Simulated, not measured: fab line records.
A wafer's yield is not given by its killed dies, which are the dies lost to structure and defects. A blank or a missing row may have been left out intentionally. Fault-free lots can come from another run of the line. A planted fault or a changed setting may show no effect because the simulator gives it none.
fab line records | flow n5_finfet
record: lots: 7 wafers: 39
route steps=1938 shown FIN_SAQP@125 SPACER0@259 BEOL_M6@1239
start_h: hours from the record's first day to the start of the lot's first wafer shown | wait_h: hours since the lot's step before | " unchanged from the row above | L1.1+2: several wafers, shown together as one row | - either no value or no given start | * or withheld: withheld | < > ~ a bound
route shown NAME@n: NAME is a module with steps in the file, n the number in the route of the first one | usual: mean and standard deviation over wafers with no fault | same: alike in all rows | chamber/n: place in a boat | sites: per-site readings | _std_site: the values' standard deviation | _edge_site: inner sites' mean taken away from outer sites' mean | radius_mm: how far each site lies from the wafer's centre | mask NAME#n: copy n | behind: the tool/chamber that last shaped the wafer | hold: why the lot was held/for how many hours/how that ended | device: transistor that didn't switch, given as n, p or np | end of line: the route-end tests of the same wafers | a step given without rows: its recipe and nothing more | killed: dies lost to structure and defects at the first sort, not the wafer's yield | map: a wafer's dies, marking killed ones x, the rest . and places with no die _
set.NAME: the run value of the setting; set.NAME@STEP: its run value at that earlier step | model.NAME: the simulator's own value behind a step, which no gauge read
lots run with intentionally changed settings; tables by step, rows by wafer
== steps ==
step: N5_FIN_SAQP_SPACER1_ALD_24
recipe: material: SiO2 target_thk_a: 203 temp_c: 300 ald_precursor_family: BDEAS ald_co_reactant: O2-plasma pulse_time_s: 1 purge_time_s: 2 co_reactant_purge_time_s: 2 ald_cycles: 218 pressure_torr: 2
columns lot.wafer tool chamber start_h wait_h set.ald_cycles model.SiO2_of_FIN_SAQP_SPACER1_ALD_24.thk_nm
L076.1+4 ald_sin-02 1,2 36.41 0.3 218 20.2
L076.5 " 1 " " 218 20.4
L077.1+3 ald_sin-03 1,2 44.28 0.3 286 26.6
L077.2 " 3 " " 286 26.8
L077.4+5+6 " 0,3,2 " " 218 20.4
L078.1+3 ald_sin-02 2,1 46.84 0.3 278 25.8
L078.2 " 0 " " 278 25.6
L078.4+5+6 " 3,3,2 " " 218 20.2
L079.1 ald_sin-02 1 53.52 0.5 218 20.4
L079.2+6 " 2,0 " " 218 20.2
L079.3+4 " 0,3 " " 177 16.4
L079.5 " 1 " " 177 16.6
L086.1+4+6 ald_sin-04 0,3,1 94.60 0.3 325 30.2
L086.2+3+5 " 2,1,2 " " 218 20.2
L088.1+2+4+5+6 ald_sin-04 1,2,1,2,3 107.17 0.3 218 20.4
L088.3 " 3 " " 218 20.2
L091.1+3+4 ald_sin-03 2,3,1 124.51 0.3 312 29
L091.2+6 " 0 " " 218 20.4
L091.5 " 1 " " 218 20.2
step: N5_FIN_SAQP_SPACER1_ETCHBACK_25
recipe: chemistry: CHF3/O2 mode: anisotropic_etchback target: SiO2 target_depth_a: 244 time_s: 12.2 pressure_mtorr: 30 source_w: 650 bias_w: 170 Ar_flow_sccm: 200 CHF3_flow_sccm: 50 O2_flow_sccm: 5 ion_energy_ev: 200
step: N5_FIN_SAQP_MANDREL1_REMOVE_56
recipe: chemistry: HBr/Cl2/O2 bt_time_s: 10 target: a-Si stop_on: SiNx endpoint: OES-SiCl over_etch_frac: 1 icp_w: 600 bias_w: 22 HBr_flow_sccm: 150 Cl2_flow_sccm: 80 O2_flow_sccm: 5 pressure_mtorr: 10
columns lot.wafer tool chamber start_h wait_h set.ald_cycles@FIN_SAQP_SPACER1_ALD_24 model.FIN_SAQP.cd_nm
L076.1+5 rie_si-04 0,3 37.21 0.1 218 20.2
L076.4 " 3 " " 218 20
L077.1+3 rie_si-01 1,3 45.09 0.1 286 26.8
L077.2 " 2 " " 286 26.6
L077.4+5 " 0,3 " " 218 20.4
L077.6 " 0 " " 218 20.2
L078.1 rie_si-01 0 47.65 0.1 278 25.8
L078.2 " 2 " " 278 25.6
L078.3 " 1 " " 278 26
L078.4+5 " 3 " " 218 20.4
L078.6 " 0 " " 218 20.2
L079.1+6 rie_si-03 3,0 54.32 0.1 218 20.4
L079.2 " 1 " " 218 20.2
L079.3+4+5 " 2,0,3 " " 177 16.6
L086.1+4+6 rie_si-01 3,0,1 95.41 0.1 325 30.2
L086.2+3 " 1,2 " " 218 20.4
L086.5 " 2 " " 218 20.2
L088.1+2+3+4 rie_si-03 1,3,0,2 107.98 0.1 218 20.2
L088.5+6 " 1,0 " " 218 20.4
L091.1+3 rie_si-03 3,1 125.32 0.1 312 29
L091.2+6 " 2,3 " " 218 20.4
L091.4 " 0 " " 312 29.2
L091.5 " 0 " " 218 20.2
step: N5_FIN_SAQP_CD_MEAS_27
recipe: target_cd_nm: 20 landing_energy_ev: 1000 detector: se_inlens polarity: line
usual: cd_nm: 20.31/0.23
columns lot.wafer tool chamber start_h wait_h set.ald_cycles@FIN_SAQP_SPACER1_ALD_24 cd_nm
L076.1 cd_sem-02 0 37.32 0.1 218 20.10
L076.4 " 0 " " 218 19.95
L076.5 " 0 " " 218 20.33
L077.1 cd_sem-01 0 45.20 0.1 286 26.79
L077.2 " 0 " " 286 26.96
L077.3 " 0 " " 286 26.95
L077.4 " 0 " " 218 20.43
L077.5 " 0 " " 218 20.07
L077.6 " 0 " " 218 20.02
L078.1 cd_sem-03 0 47.76 0.1 278 25.59
L078.2 " 0 " " 278 25.90
L078.3 " 0 " " 278 26.03
L078.4 " 0 " " 218 20.19
L078.5 " 0 " " 218 20.36
L078.6 " 0 " " 218 20.56
L079.1 cd_sem-02 0 54.43 0.1 218 20.69
L079.2 " 0 " " 218 20.34
L079.3 " 0 " " 177 16.64
L079.4 " 0 " " 177 16.49
L079.5 " 0 " " 177 16.47
L079.6 " 0 " " 218 20.04
L086.1 cd_sem-02 0 95.52 0.1 325 30.31
L086.2 " 0 " " 218 20.25
L086.3 " 0 " " 218 20.42
L086.4 " 0 " " 325 30.00
L086.5 " 0 " " 218 20.18
L086.6 " 0 " " 325 30.45
L088.1 cd_sem-03 0 108.09 0.1 218 20.34
L088.2 " 0 " " 218 20.34
L088.3 " 0 " " 218 20.59
L088.4 " 0 " " 218 20.46
L088.5 " 0 " " 218 20.06
L088.6 " 0 " " 218 20.59
L091.1 cd_sem-03 0 125.43 0.1 312 29.15
L091.2 " 0 " " 218 20.47
L091.3 " 0 " " 312 28.75
L091.4 " 0 " " 312 28.94
L091.5 " 0 " " 218 20.55
L091.6 " 0 " " 218 20.25
step: N5_SPACER0_ALD_00
recipe: material: SiOCN target_thk_a: 35 temp_c: 400 ald_precursor_family: alkyl-aminosilane ald_co_reactant: O2/N2-plasma pulse_time_s: 3 purge_time_s: 2 co_reactant_purge_time_s: 2 ald_cycles: 58 pressure_torr: 2
columns lot.wafer tool chamber start_h wait_h set.ald_cycles model.SiOCN_of_SPACER0_ALD_00.thk_nm
L076.1 ald_sin-02 2 61.25 0.1 58 3.4
L076.4+5 " 3,1 " " 58 3.6
L077.1+4 ald_sin-02 3,2 70.30 0.1 58 3.6
L077.2+3+6 " 0,1,3 " " 70 4.2
L077.5 " 0 " " 58 3.4
L078.1+6 ald_sin-03 0,1 75.40 0.1 58 3.6
L078.2+4+5 " 2,3,0 " " 43 2.6
L078.3 " 1 " " 58 3.4
L079.1+2+4+5 ald_sin-03 3,0,1,1 79.02 0.1 58 3.4
L079.3+6 " 2,0 " " 58 3.6
L086.1+4+5 ald_sin-02 0,3,2 121.18 0.1 58 3.4
L086.2+3+6 " 2,1,3 " " 58 3.6
L088.1+2+3 ald_sin-01 0,2,1 131.38 0.1 58 3.6
L088.4+5+6 " 3,1,2 " " 58 3.4
L091.1+2+3+4+5+6 ald_sin-01 0,1,2,3,3,2 152.75 0.1 58 3.6
step: N5_BEOL_M6_TRENCH_ETCH_37
recipe: chemistry: C4F6/O2 target_depth_a: 944.35 target: SiCOH_lowk time_s: 31.5 ion_energy_ev: 250 pressure_mtorr: 30 source_w: 345 bias_w: 185 Ar_flow_sccm: 300 C4F6_flow_sccm: 10 O2_flow_sccm: 10
columns lot.wafer tool chamber start_h wait_h set.time_s model.etch.depth_nm model.BEOL_M6.feature_depth_nm model.TiN_of_BEOL_M6_HM_DEP_02.thk_nm
L076.1 rie_diel-06 0 - - 31.5 94.39 94.4 17.4
L076.4 " 3 " " 31.5 92.09 92 17
L076.5 " 1 " " 31.5 93.04 93 17.2
L077.1 rie_diel-02 0 - - 39.51 119.4 119.4 16.8
L077.2 " 1 " " 31.5 96.47 96.4 17.2
L077.3 " 2 " " 39.51 118.5 118.4 16.8
L077.4 " 2 " " 31.5 94.72 94.8 17.4
L077.5 " 0 " " 39.51 119.2 119.2 16.6
L077.6 " 1 " " 31.5 96.46 96.4 17.2
L078.1 rie_diel-04 2 - - 31.5 96.65 96.6 17.2
L078.2 " 0 " " 44.73 134.3 134.2 16.4
L078.3 " 3 " " 31.5 94.69 94.6 17.4
L078.4 " 1 " " 31.5 92.26 92.2 17.4
L078.5 " 1 " " 44.73 131.3 131.2 16.2
L078.6 " 2 " " 44.73 136.8 136.8 16
L079.1 rie_diel-02 1 - - 31.5 95.12 95.2 17.6
L079.2 " 0 " " 31.5 94.52 94.6 17.4
L079.3 " 2 " " 22.02 65.27 65.2 18.4
L079.4 " 3 " " 31.5 95.76 95.8 17.4
L079.5 " 2 " " 22.02 66.02 66 18.2
L079.6 " 3 " " 22.02 66.84 66.8 18.4
L086.1 rie_diel-04 0 - - 31.5 94.74 94.8 17.4
L086.2 " 2 " " 31.5 97.17 97.2 17
L086.3 " 1 " " 26.64 79.51 79.6 17.4
L086.4 " 3 " " 26.64 81.11 81.2 17.4
L086.5 " 2 " " 26.64 81.54 81.6 17.4
L086.6 " 3 " " 31.5 95.65 95.6 17.2
L088.1 rie_diel-02 3 - - 21.03 64.07 64 17.8
L088.2 " 1 " " 31.5 95.3 95.2 17
L088.3 " 0 " " 21.03 63.38 63.4 18
L088.4 " 2 " " 21.03 63.16 63.2 17.8
L088.5 " 1 " " 31.5 95.52 95.6 17.2
L088.6 " 0 " " 31.5 94.8 94.8 17
L091.1 rie_diel-02 2 - - 31.5 95.75 95.8 17.2
L091.2 " 3 " " 43.71 134.1 134.2 16
L091.3 " 1 " " 43.71 133.7 133.6 16
L091.4 " 0 " " 31.5 95.02 95 17.2
L091.5 " 2 " " 43.71 133.2 133.2 16.2
L091.6 " 1 " " 31.5 96.8 96.8 17.2
step: N5_BEOL_M6_ETCH_41
recipe: chemistry: CH3F/O2 target: SiCN target_depth_a: 297 taper_deg: 2 time_s: 52 ion_energy_ev: 120 mask_material: TiN pressure_mtorr: 30 source_w: 395 bias_w: 75 Ar_flow_sccm: 150 CH3F_flow_sccm: 30 O2_flow_sccm: 20
step: N5_BEOL_M6_STRIP_80
recipe: chemistry: N2/H2 time_s: 10 power_w: 450 temp_c: 40 pressure_mtorr: 20 rf_frequency_hz: 6e+07 bias_power_w: 7 n2_flow_sccm: 200 h2_flow_sccm: 200
step: N5_BEOL_M6_OCD_MEAS_38
usual: trench_depth_nm: 94.6/1.4
columns lot.wafer tool chamber start_h wait_h set.time_s@BEOL_M6_TRENCH_ETCH_37 trench_depth_nm
L076.1 ocd-02 - 194.83 - 31.5 94.2
L076.4 " - " " 31.5 92.4
L076.5 " - " " 31.5 93.1
L077.1 ocd-02 - 199.11 - 39.51 120.0
L077.2 " - " " 31.5 96.4
L077.3 " - " " 39.51 118.6
L077.4 " - " " 31.5 94.0
L077.5 " - " " 39.51 119.4
L077.6 " - " " 31.5 96.6
L078.1 ocd-02 - 206.07 - 31.5 96.8
L078.2 " - " " 44.73 133.7
L078.3 " - " " 31.5 94.2
L078.4 " - " " 31.5 92.4
L078.5 " - " " 44.73 131.0
L078.6 " - " " 44.73 137.0
L079.1 ocd-02 - 219.73 - 31.5 95.1
L079.2 " - " " 31.5 94.3
L079.3 " - " " 22.02 65.4
L079.4 " - " " 31.5 96.1
L079.5 " - " " 22.02 65.9
L079.6 " - " " 22.02 67.1
L086.1 ocd-01 - 253.07 - 31.5 94.8
L086.2 " - " " 31.5 96.7
L086.3 " - " " 26.64 79.9
L086.4 " - " " 26.64 80.9
L086.5 " - " " 26.64 81.5
L086.6 " - " " 31.5 95.8
L088.1 ocd-02 - 272.70 - 21.03 64.7
L088.2 " - " " 31.5 95.7
L088.3 " - " " 21.03 63.7
L088.4 " - " " 21.03 63.0
L088.5 " - " " 31.5 95.7
L088.6 " - " " 31.5 95.2
L091.1 ocd-01 - 280.19 - 31.5 95.8
L091.2 " - " " 43.71 134.5
L091.3 " - " " 43.71 134.0
L091.4 " - " " 31.5 94.8
L091.5 " - " " 43.71 133.2
L091.6 " - " " 31.5 96.9
step: N5_BEOL_M6_SPUTTER_48
recipe: material: Cu target_thk_a: 100 temp_c: -20 bias_v: 60 power_w: 26000 chamber_pressure_pa: 0.13 time_s: 1.667
columns lot.wafer tool chamber start_h wait_h set.target_thk_a
L076.1+4+5 pvd_sputter-02 - 196.65 0.1 100
L077.1+2+3+4+5+6 pvd_sputter-02 - 202.07 1.2 100
L078.1+2+5 pvd_sputter-02 - 208.02 0.2 100
L078.3+4+6 " - " " 49.43
L079.1+2+3 pvd_sputter-01 - 221.28 0.1 55.93
L079.4+5+6 " - " " 100
L086.1+2+3+4+5+6 pvd_sputter-03 - 254.63 0.1 100
L088.1+2+3+4+5+6 pvd_sputter-02 - 275.56 0.3 100
L091.1+2+3+4+5+6 pvd_sputter-02 - 283.31 1.8 100
step: N5_BEOL_M6_ECD_50
recipe: material: Cu target_thk_a: 3000
step: N5_BEOL_M6_ANNEAL_51
recipe: temp_c: 225 time_s: 90 ambient: N2
step: N5_BEOL_M6_CMP_52
recipe: stop_on: SiCOH_lowk t_overpolish_s: 6.9 down_force_psi: 1 platen_rpm: 50 clearing_platen_down_force_psi: 1.5 clearing_platen_rpm: 50 post_cmp_clean: cu_alkaline target_thk_nm: 80 clearing_platen_pad_velocity_m_s: 0.99484 pad_velocity_m_s: 0.99484
columns lot.wafer tool chamber start_h wait_h set.time_s@BEOL_M6_TRENCH_ETCH_37 model.Cu_of_BEOL_M6_ECD_50.thk_nm
L076.1 cmp-03 2 197.97 0.3 31.5 81
L076.4 " 0 " " 31.5 78.2
L076.5 " 1 " " 31.5 78.8
L077.1 cmp-04 0 202.59 0.3 39.51 106.6
L077.3 " 1 " " 39.51 105.2
L077.2+6 " 2,1 " " 31.5 83.2
L077.4 " 3 " " 31.5 80.4
L077.5 " 0 " " 39.51 105.8
L078.2 cmp-03 0 208.55 0.2 44.73 121.8
L078.4+3 " 1,2 " " 31.5 -
L078.1 " 3 " " 31.5 84
L078.6 " 0 " " 44.73 -
L078.5 " 1 " " 44.73 118.4
L079.2+1 cmp-02 3,2 221.89 0.2 31.5 -
L079.3 " 0 " " 22.02 -
L079.4 " 1 " " 31.5 81
L079.5 " 3 " " 22.02 51.8
L079.6 " 0 " " 22.02 53
L086.3 cmp-03 1 255.31 0.2 26.64 66.2
L086.1 " 2 " " 31.5 82.4
L086.4 " 3 " " 26.64 68.2
L086.2 " 0 " " 31.5 84.2
L086.5 " 1 " " 26.64 68.6
L086.6 " 2 " " 31.5 83.2
L088.1 cmp-03 0 276.30 0.3 21.03 49.2
L088.2 " 1 " " 31.5 81.4
L088.4 " 2 " " 21.03 49.4
L088.3 " 3 " " 21.03 48.6
L088.5 " 0 " " 31.5 81.6
L088.6 " 1 " " 31.5 80.4
L091.2 cmp-03 2 283.99 0.2 43.71 119.6
L091.4 " 3 " " 31.5 81.4
L091.1 " 0 " " 31.5 82.6
L091.3 " 1 " " 43.71 119.4
L091.5 " 2 " " 43.71 118.8
L091.6 " 3 " " 31.5 82
step: N5_BEOL_M6_PRE_CLEAN_55
recipe: gas: NH3 time_s: 15 temp_c: withheld rf_power_w: 300
step: N5_BEOL_M6_DEP_56
recipe: material: SiCN target_thk_a: 100 temp_c: withheld precursor: 3MS/NH3 pressure_torr: 3 rf_w: 202 time_s: 17.5
step: N5_BEOL_M6_RS_MEAS_57
recipe: thk_meas_gauge: four-point-probe reads: Cu_of_BEOL_M6_ECD_50+Co_of_BEOL_M6_CVD_78+TaN_of_BEOL_M6_ALD_77
usual: M6_RS: 0.284/0.0066
columns lot.wafer tool chamber start_h wait_h set.time_s@BEOL_M6_TRENCH_ETCH_37 M6_RS[ohm/sq]
L076.1 film_metro-02 - 198.35 0.1 31.5 0.282
L076.4 " - " " 31.5 0.294
L076.5 " - " " 31.5 0.291
L077.1 film_metro-01 - 203.05 0.1 39.51 0.206
L077.2 " - " " 31.5 0.273
L077.3 " - " " 39.51 0.209
L077.4 " - " " 31.5 0.285
L077.5 " - " " 39.51 0.207
L077.6 " - " " 31.5 0.273
L078.1 film_metro-01 - 209.01 0.1 31.5 0.270
L078.2 " - " " 44.73 0.177
L078.3 " - " " 31.5 0.279
L078.4 " - " " 31.5 0.286
L078.5 " - " " 44.73 0.182
L078.6 " - " " 44.73 0.174
L079.1 film_metro-02 - 222.32 0.1 31.5 0.283
L079.2 " - " " 31.5 0.285
L079.3 " - " " 22.02 0.489
L079.4 " - " " 31.5 0.282
L079.5 " - " " 22.02 0.484
L079.6 " - " " 22.02 0.471
L086.1 film_metro-02 - 255.73 0.1 31.5 0.277
L086.2 " - " " 31.5 0.269
L086.3 " - " " 26.64 0.358
L086.4 " - " " 26.64 0.346
L086.5 " - " " 26.64 0.343
L086.6 " - " " 31.5 0.274
L088.1 film_metro-02 - 276.72 0.1 21.03 0.516
L088.2 " - " " 31.5 0.281
L088.3 " - " " 21.03 0.524
L088.4 " - " " 21.03 0.515
L088.5 " - " " 31.5 0.280
L088.6 " - " " 31.5 0.285
L091.1 film_metro-01 - 284.42 0.1 31.5 0.276
L091.2 " - " " 43.71 0.180
L091.3 " - " " 43.71 0.181
L091.4 " - " " 31.5 0.281
L091.5 " - " " 43.71 0.182
L091.6 " - " " 31.5 0.278
step: N5_BEOL_M6_INSPECT_58
recipe: inspect_instrument: darkfield mode: post_dep
usual: raw_defect_count: 68/22
columns lot.wafer tool chamber start_h wait_h set.target_thk_a@BEOL_M6_SPUTTER_48 raw_defect_count
L076.1 defect_inspect-02 - 198.38 0.0 100 93
L076.4 " - " " 100 100
L076.5 " - " " 100 115
L077.1 defect_inspect-01 - 203.07 0.0 100 54
L077.2 " - " " 100 69
L077.3 " - " " 100 73
L077.4 " - " " 100 57
L077.5 " - " " 100 62
L077.6 " - " " 100 77
L078.1 defect_inspect-02 - 209.03 0.0 100 65
L078.2 " - " " 100 67
L078.3 " - " " 49.43 185
L078.4 " - " " 49.43 161
L078.5 " - " " 100 85
L078.6 " - " " 49.43 198
L079.1 defect_inspect-02 - 222.34 0.0 55.93 133
L079.2 " - " " 55.93 137
L079.3 " - " " 55.93 127
L079.4 " - " " 100 63
L079.5 " - " " 100 64
L079.6 " - " " 100 63
L086.1 defect_inspect-01 - 255.76 0.0 100 35
L086.2 " - " " 100 58
L086.3 " - " " 100 47
L086.4 " - " " 100 41
L086.5 " - " " 100 81
L086.6 " - " " 100 41
L088.1 defect_inspect-02 - 276.75 0.0 100 68
L088.2 " - " " 100 102
L088.3 " - " " 100 103
L088.4 " - " " 100 81
L088.5 " - " " 100 80
L088.6 " - " " 100 90
L091.1 defect_inspect-02 - 284.44 0.0 100 68
L091.2 " - " " 100 74
L091.3 " - " " 100 94
L091.4 " - " " 100 51
L091.5 " - " " 100 88
L091.6 " - " " 100 43
== key ==
split: step: N5_FIN_SAQP_SPACER1_ALD_24 setting: ald_cycles stated: 218 by: wafer
response: step: N5_FIN_SAQP_SPACER1_ALD_24 reading: model.SiO2_of_FIN_SAQP_SPACER1_ALD_24.thk_nm change: +0.202 per: 1% r: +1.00
response: step: N5_FIN_SAQP_MANDREL1_REMOVE_56 reading: model.FIN_SAQP.cd_nm change: +0.202 per: 1% r: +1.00
response: step: N5_FIN_SAQP_CD_MEAS_27 reading: cd_nm change: +0.203 per: 1% r: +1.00
split: step: N5_SPACER0_ALD_00 setting: ald_cycles stated: 58 by: wafer
response: step: N5_SPACER0_ALD_00 reading: model.SiOCN_of_SPACER0_ALD_00.thk_nm change: +0.0346 per: 1% r: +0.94
split: step: N5_BEOL_M6_TRENCH_ETCH_37 setting: time_s stated: 31.5 by: wafer
response: step: N5_BEOL_M6_TRENCH_ETCH_37 reading: model.etch.depth_nm change: +0.954 per: 1% r: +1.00
response: step: N5_BEOL_M6_TRENCH_ETCH_37 reading: model.BEOL_M6.feature_depth_nm change: +0.954 per: 1% r: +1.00
response: step: N5_BEOL_M6_TRENCH_ETCH_37 reading: model.TiN_of_BEOL_M6_HM_DEP_02.thk_nm change: -0.0261 per: 1% r: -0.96
response: step: N5_BEOL_M6_OCD_MEAS_38 reading: trench_depth_nm change: +0.957 per: 1% r: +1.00
response: step: N5_BEOL_M6_CMP_52 reading: model.Cu_of_BEOL_M6_ECD_50.thk_nm change: +0.942 per: 1% r: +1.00
response: step: N5_BEOL_M6_RS_MEAS_57 reading: M6_RS shape: bent at_lowest: 0.518 at_stated: 0.280 at_highest: 0.178
split: step: N5_BEOL_M6_SPUTTER_48 setting: target_thk_a stated: 100 by: wafer
response: step: N5_BEOL_M6_INSPECT_58 reading: raw_defect_count change: -1.9 per: 1% r: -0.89
